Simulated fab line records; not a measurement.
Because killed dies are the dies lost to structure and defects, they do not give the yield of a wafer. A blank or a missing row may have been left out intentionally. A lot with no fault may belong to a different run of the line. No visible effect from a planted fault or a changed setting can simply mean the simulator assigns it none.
Commonality check across tools || flow nand_harc || Sampled: 11 lots, 39 wafers

## REASON IT WAS OPENED
Flagged at NHARC_P_CONTACT_CD_MEAS_12: reading cd_nm, on 2 of 11 lots. Wafers without a fault read 89.9 nm, standard deviation 0.57.
Rule: a lot is flagged when every wafer of it that has a number lies more than 4 standard deviations from that mean, or none has a number. The other lots count as sound.

{"lot": "L497", "measured": "day 5 14:16", "on": "cd_sem-01", "cd_nm (nm), wafer by wafer": "90.1 89.3 89.7", "flag": ""}
{"lot": "L498", "measured": "day 6 00:45", "on": "cd_sem-03", "cd_nm (nm), wafer by wafer": "90.7 90.4 90.9", "flag": ""}
{"lot": "L499", "measured": "day 6 02:57", "on": "cd_sem-02", "cd_nm (nm), wafer by wafer": "90.9 90.8 89.7", "flag": ""}
{"lot": "L505", "measured": "day 7 11:32", "on": "cd_sem-01", "cd_nm (nm), wafer by wafer": "89.7 89.7 90.1", "flag": ""}
{"lot": "L506", "measured": "day 8 01:28", "on": "cd_sem-03", "cd_nm (nm), wafer by wafer": "93.7 94.7 93.1 93.6 95.2 93.4", "flag": "FLAGGED"}
{"lot": "L508", "measured": "day 8 09:23", "on": "cd_sem-03", "cd_nm (nm), wafer by wafer": "89.0 89.6 89.7", "flag": ""}
{"lot": "L507", "measured": "day 8 10:11", "on": "cd_sem-01", "cd_nm (nm), wafer by wafer": "95.0 94.6 94.2 94.9 94.5 94.4", "flag": "FLAGGED"}
{"lot": "L516", "measured": "day 10 07:47", "on": "cd_sem-01", "cd_nm (nm), wafer by wafer": "90.5 89.9 90.5", "flag": ""}
{"lot": "L518", "measured": "day 10 23:22", "on": "cd_sem-02", "cd_nm (nm), wafer by wafer": "89.8 89.3 89.6", "flag": ""}
{"lot": "L519", "measured": "day 11 05:12", "on": "cd_sem-01", "cd_nm (nm), wafer by wafer": "89.5 90.3 89.3", "flag": ""}
{"lot": "L520", "measured": "day 11 11:05", "on": "cd_sem-02", "cd_nm (nm), wafer by wafer": "89.4 89.6 90.4", "flag": ""}
On average the flagged lots' numbers are 94.3 nm, which is +4.4 nm against the usual, or +8 standard deviations.

## WHICH TOOL RAN EACH LOT
Before the reading, the record contains 2 process steps out of a 1159-step route. Cell contents, in order: the tool; ch with the chambers the sampled wafers went through; the start.
{"lot": "L497", "flag": "", "NHARC_P_CONTACT_DEP_00": "pecvd-04 ch 1,2, day 5 14:11 or earlier", "NHARC_P_CONTACT_PEB_10": "litho_track-06 ch 0, day 5 14:11"}
{"lot": "L498", "flag": "", "NHARC_P_CONTACT_DEP_00": "pecvd-04 ch 0,1,2, day 6 00:40 or earlier", "NHARC_P_CONTACT_PEB_10": "litho_track-01 ch 0, day 6 00:40"}
{"lot": "L499", "flag": "", "NHARC_P_CONTACT_DEP_00": "pecvd-02 ch 0,1,2, day 6 02:52 or earlier", "NHARC_P_CONTACT_PEB_10": "litho_track-01 ch 0, day 6 02:52"}
{"lot": "L505", "flag": "", "NHARC_P_CONTACT_DEP_00": "pecvd-04 ch 0,2, day 7 11:27 or earlier", "NHARC_P_CONTACT_PEB_10": "litho_track-01 ch 0, day 7 11:27"}
{"lot": "L506", "flag": "FLAGGED", "NHARC_P_CONTACT_DEP_00": "pecvd-03 ch 0,1,2, day 8 01:23 or earlier", "NHARC_P_CONTACT_PEB_10": "litho_track-01 ch 0, day 8 01:23"}
{"lot": "L508", "flag": "", "NHARC_P_CONTACT_DEP_00": "pecvd-03 ch 0,2, day 8 09:18 or earlier", "NHARC_P_CONTACT_PEB_10": "litho_track-04 ch 0, day 8 09:18"}
{"lot": "L507", "flag": "FLAGGED", "NHARC_P_CONTACT_DEP_00": "pecvd-02 ch 0,1, day 8 10:06 or earlier", "NHARC_P_CONTACT_PEB_10": "litho_track-01 ch 0, day 8 10:06"}
{"lot": "L516", "flag": "", "NHARC_P_CONTACT_DEP_00": "pecvd-02 ch 1,2, day 10 07:43 or earlier", "NHARC_P_CONTACT_PEB_10": "litho_track-06 ch 0, day 10 07:43"}
{"lot": "L518", "flag": "", "NHARC_P_CONTACT_DEP_00": "pecvd-03 ch 0,1,2, day 10 23:17 or earlier", "NHARC_P_CONTACT_PEB_10": "litho_track-04 ch 0, day 10 23:17"}
{"lot": "L519", "flag": "", "NHARC_P_CONTACT_DEP_00": "pecvd-03 ch 1,2, day 11 05:07 or earlier", "NHARC_P_CONTACT_PEB_10": "litho_track-04 ch 0, day 11 05:07"}
{"lot": "L520", "flag": "", "NHARC_P_CONTACT_DEP_00": "pecvd-04 ch 0,2, day 11 11:01 or earlier", "NHARC_P_CONTACT_PEB_10": "litho_track-01 ch 0, day 11 11:01"}
These steps, and what they do:
- NHARC_P_CONTACT_DEP_00: deposits SiO2, target thk 500 nm.
- NHARC_P_CONTACT_PEB_10: peb time 65 s.
- NHARC_P_CONTACT_CD_MEAS_12: target cd 90 nm.

## FLAGGED OVER TOTAL, TOOL BY TOOL (the gauges that took the reading come last)
{"step": "NHARC_P_CONTACT_DEP_00", "tool": "pecvd-02", "lots run": 3, "flagged": 1, "share of the flagged lots": "some", "sound lots run after its first flagged lot": "1 (L516)"}
{"step": "NHARC_P_CONTACT_DEP_00", "tool": "pecvd-03", "lots run": 4, "flagged": 1, "share of the flagged lots": "some", "sound lots run after its first flagged lot": "3 (L508,L518,L519)"}
{"step": "NHARC_P_CONTACT_DEP_00", "tool": "pecvd-04", "lots run": 4, "flagged": 0, "share of the flagged lots": "none", "sound lots run after its first flagged lot": "-"}
{"step": "NHARC_P_CONTACT_PEB_10", "tool": "litho_track-01", "lots run": 6, "flagged": 2, "share of the flagged lots": "all", "sound lots run after its first flagged lot": "1 (L520)"}
{"step": "NHARC_P_CONTACT_PEB_10", "tool": "litho_track-04", "lots run": 3, "flagged": 0, "share of the flagged lots": "none", "sound lots run after its first flagged lot": "-"}
{"step": "NHARC_P_CONTACT_PEB_10", "tool": "litho_track-06", "lots run": 2, "flagged": 0, "share of the flagged lots": "none", "sound lots run after its first flagged lot": "-"}
{"step": "NHARC_P_CONTACT_CD_MEAS_12", "tool": "cd_sem-01", "lots run": 5, "flagged": 1, "share of the flagged lots": "some", "sound lots run after its first flagged lot": "2 (L516,L519)"}
{"step": "NHARC_P_CONTACT_CD_MEAS_12", "tool": "cd_sem-02", "lots run": 3, "flagged": 0, "share of the flagged lots": "none", "sound lots run after its first flagged lot": "-"}
{"step": "NHARC_P_CONTACT_CD_MEAS_12", "tool": "cd_sem-03", "lots run": 3, "flagged": 1, "share of the flagged lots": "some", "sound lots run after its first flagged lot": "1 (L508)"}
NHARC_P_CONTACT_DEP_00 gives no start for some lots, so the hours and the order of its lots are those of NHARC_P_CONTACT_PEB_10.

## WHAT THE TABLE ALLOWS
In the table, 1 row covers all flagged lots: litho_track-01 at NHARC_P_CONTACT_PEB_10.
- litho_track-01 at NHARC_P_CONTACT_PEB_10 ran 6 lots, 2 of them flagged. Lots that were sound ran on it after the first flagged one (L520); a persistent fault on the entire tool would not allow that. Its own readings (heater_power_total_W, plate_temp_C) fall more than 4 standard deviations out on all wafers of the flagged lots.
Every row of the table either missed a flagged lot or ran a sound lot after the first.

## WHAT WAS PUT IN BY THE SIMULATOR
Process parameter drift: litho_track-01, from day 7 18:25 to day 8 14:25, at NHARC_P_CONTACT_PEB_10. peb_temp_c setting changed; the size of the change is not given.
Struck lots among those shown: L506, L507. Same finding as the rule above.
